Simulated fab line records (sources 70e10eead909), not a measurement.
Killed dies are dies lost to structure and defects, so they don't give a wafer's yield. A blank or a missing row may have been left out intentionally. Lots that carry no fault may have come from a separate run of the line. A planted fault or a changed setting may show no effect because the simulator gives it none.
Which tool is to blame? | flow nand_harc | 14 lots, 42 wafers sampled, at 5 steps of a route of 1302

== WHAT THE GAUGES SHOWED, per wafer ==
NHARC_A_ONON_D1_THK_MEAS_24: measures by ellipsometry.
lot  | measured     | on            | thk_nm (nm)
L553 | day 8 04:21  | film_metro-02 | 1015 1014 1014
L554 | day 8 16:03  | film_metro-01 | 1003 1005 1003
L555 | day 9 08:17  | film_metro-02 | 1009 1009 1008
L556 | day 9 08:17  | film_metro-01 | 994 994 992
L557 | day 10 00:38 | film_metro-01 | 1000 1000 1000
L558 | day 10 00:41 | film_metro-01 | 1005 1001 1002
L560 | day 10 23:20 | film_metro-01 | 1004 1002 1004
L561 | day 11 14:58 | film_metro-02 | 991 989 990
L565 | day 13 01:11 | film_metro-02 | 1029 1028 1031
L566 | day 13 11:27 | film_metro-01 | 993 992 991
L567 | day 14 07:41 | film_metro-02 | 1016 1017 1015
L568 | day 14 07:50 | film_metro-01 | 1016 1017 1016
L575 | day 17 11:11 | film_metro-02 | 1007 1006 1009
L576 | day 17 17:47 | film_metro-01 | 1000 1002 1001

NHARC_A_ONON_D1_THK_MEAS_27: measures by ellipsometry.
lot  | measured     | on            | thk_nm (nm)
L553 | day 8 04:55  | film_metro-01 | 999 997 997
L554 | day 8 16:37  | film_metro-02 | 1002 1003 1003
L555 | day 9 08:52  | film_metro-02 | 1005 1004 1004
L556 | day 9 08:52  | film_metro-01 | 1021 1020 1022
L557 | day 10 01:13 | film_metro-02 | 994 994 994
L558 | day 10 01:14 | film_metro-01 | 999 1001 999
L560 | day 10 23:55 | film_metro-02 | 988 988 988
L561 | day 11 15:31 | film_metro-01 | 994 993 993
L565 | day 13 01:45 | film_metro-01 | 1010 1008 1008
L566 | day 13 12:01 | film_metro-01 | 1002 1002 1004
L567 | day 14 08:16 | film_metro-02 | 999 999 999
L568 | day 14 08:24 | film_metro-01 | 991 991 990
L575 | day 17 11:44 | film_metro-01 | 1014 1016 1015
L576 | day 17 18:22 | film_metro-02 | 1009 1011 1011

NHARC_A_CHANNEL_HOLE_D1_OVL_MEAS_11.
lot  | measured     | on         | overlay_x_nm (nm) | overlay_y_nm (nm)
L553 | day 8 10:50  | overlay-01 | 0.9 0.8 0.4       | -0.7 -0.2 -1.3
L554 | day 9 01:18  | overlay-02 | 0.3 0.8 0.4       | 0.2 0.4 0.8
L555 | day 9 12:51  | overlay-02 | -0.6 0.2 -0.5     | -1.0 -1.0 -1.0
L556 | day 9 14:37  | overlay-02 | 0.0 0.6 0.4       | -0.2 -0.3 -0.5
L557 | day 10 05:44 | overlay-02 | 0.4 0.3 0.6       | 0.7 0.8 0.0
L558 | day 10 07:28 | overlay-01 | 0.0 -0.2 0.4      | -0.2 0.4 -0.1
L560 | day 11 07:55 | overlay-02 | -2.2 -2.0 -2.0    | -0.5 -0.3 -0.2
L561 | day 11 19:26 | overlay-01 | 0.6 1.0 0.9       | -0.2 0.1 -0.3
L565 | day 13 08:15 | overlay-01 | -0.5 -0.7 -1.0    | -0.3 -0.7 -0.7
L566 | day 13 20:26 | overlay-02 | 0.5 0.6 0.9       | -0.5 -0.9 0.1
L567 | day 14 12:46 | overlay-01 | 1.2 1.2 1.4       | 0.4 0.8 0.8
L568 | day 14 13:00 | overlay-02 | -0.5 0.0 -0.6     | -1.1 -0.5 -1.0
L575 | day 17 15:42 | overlay-01 | 0.0 0.2 -0.3      | 0.1 1.2 0.4
L576 | day 18 01:46 | overlay-02 | 0.1 0.2 0.3       | -1.4 -1.2 -1.5

NHARC_END_SORT_01.
lot  | measured     | on        | killed_at_array | killed_at_other | killed_at_periphery | killed_dies | killed_open | killed_short
L561 | day 27 12:19 | prober-02 | 35 51 49        | 1 0 0           | 7 3 6               | 43 54 55    | 5 3 2       | 2 2 5
L565 | day 29 15:25 | prober-02 | 20 24 22        | 0 1 0           | 3 8 6               | 23 33 28    | 3 2 6       | 0 3 5
L567 | day 31 10:37 | prober-01 | 93 65 73        | 0 1 1           | 4 0 7               | 97 66 81    | 5 4 4       | 2 1 4
L568 | day 31 02:01 | prober-02 | 55 28 37        | 3 3 5           | 2 4 0               | 60 35 42    | 4 1 3       | 2 2 2

== TOOL THAT RAN EACH LOT (tool first, then ch and the chambers of the sampled wafers, then the start) ==
lot  | NHARC_A_CHANNEL_HOLE_D1_SOFTBAKE_05
L553 | litho_track-01 ch 0, day 8 10:00
L554 | litho_track-01 ch 0, day 9 00:00
L555 | litho_track-06 ch 0, day 9 12:00
L556 | litho_track-06 ch 0, day 9 14:00
L557 | litho_track-06 ch 0, day 10 05:00
L558 | litho_track-04 ch 0, day 10 06:00
L560 | litho_track-04 ch 0, day 11 07:00
L561 | litho_track-06 ch 0, day 11 18:00
L565 | litho_track-06 ch 0, day 13 07:00
L566 | litho_track-06 ch 0, day 13 19:00
L567 | litho_track-01 ch 0, day 14 12:00
L568 | litho_track-06 ch 0, day 14 12:00
L575 | litho_track-01 ch 0, day 17 15:00
L576 | litho_track-04 ch 0, day 18 01:00
- NHARC_A_CHANNEL_HOLE_D1_SOFTBAKE_05: time 55 s.

== AS READ BY THE TOOLS THEMSELVES (means over the sampled wafers that have a number; for cases with no such wafer, the mark the record gives instead) ==
NHARC_A_CHANNEL_HOLE_D1_SOFTBAKE_05.
lot  | tool           | heater_power_total_W (W)
L553 | litho_track-01 | 188.40
L554 | litho_track-01 | 188.37
L555 | litho_track-06 | 188.42
L556 | litho_track-06 | 188.46
L557 | litho_track-06 | 188.42
L558 | litho_track-04 | 188.40
L560 | litho_track-04 | 188.58
L561 | litho_track-06 | 188.44
L565 | litho_track-06 | 188.52
L566 | litho_track-06 | 233.42
L567 | litho_track-01 | 188.53
L568 | litho_track-06 | 278.14
L575 | litho_track-01 | 188.39
L576 | litho_track-04 | 188.49

== THE ANSWER, worked out from the rows above alone ==
Rule: the usual values come from the lots themselves. Put in order of their means at a reading, lots are off if they are a third of the lots or fewer, leave a main group of 4 or more, and stand apart from it by a gap of 3 or more times the standard deviation of the main group's means; of several such gaps the widest counts. Not used: any main group whose means are identical at the precision the tables above print for the reading. Also off: a lot with no number at a reading for which 4 or more lots have one. Any other lot the step has rows for is counted as sound. After the gauges, taken in route order, come the tools' own readings; for these a lot's mean is taken, as printed above. At the first step where some lot is off, the reading lying furthest off is the one used; lots without a number count as furthest.
Off: L566, L568 (NHARC_A_CHANNEL_HOLE_D1_SOFTBAKE_05, heater_power_total_W). Mean 188.45 W and standard deviation 0.062 in the main group.
A tool fits if, at that step or a process step before it, it ran every lot that is off, and no sound lot after the first of them. One candidate fits, namely litho_track-06 at NHARC_A_CHANNEL_HOLE_D1_SOFTBAKE_05. Its last sound lot is L565 (day 13 07:00), its first lot that is off L566 (day 13 19:00): a fault that began between those two fits.
On the lots that are off, the tool's own readings at NHARC_A_CHANNEL_HOLE_D1_SOFTBAKE_05 differ by more than 5 times the standard deviation of the sound lots' means, which bears it out; heater_power_total_W reads 255.78 W there versus 188.45 W on the sound lots.

== WHAT HAD BEEN PUT IN BY THE SIMULATOR ==
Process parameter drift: litho_track-06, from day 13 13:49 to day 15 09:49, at NHARC_A_CHANNEL_HOLE_D1_SOFTBAKE_05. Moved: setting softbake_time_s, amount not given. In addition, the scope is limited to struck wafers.
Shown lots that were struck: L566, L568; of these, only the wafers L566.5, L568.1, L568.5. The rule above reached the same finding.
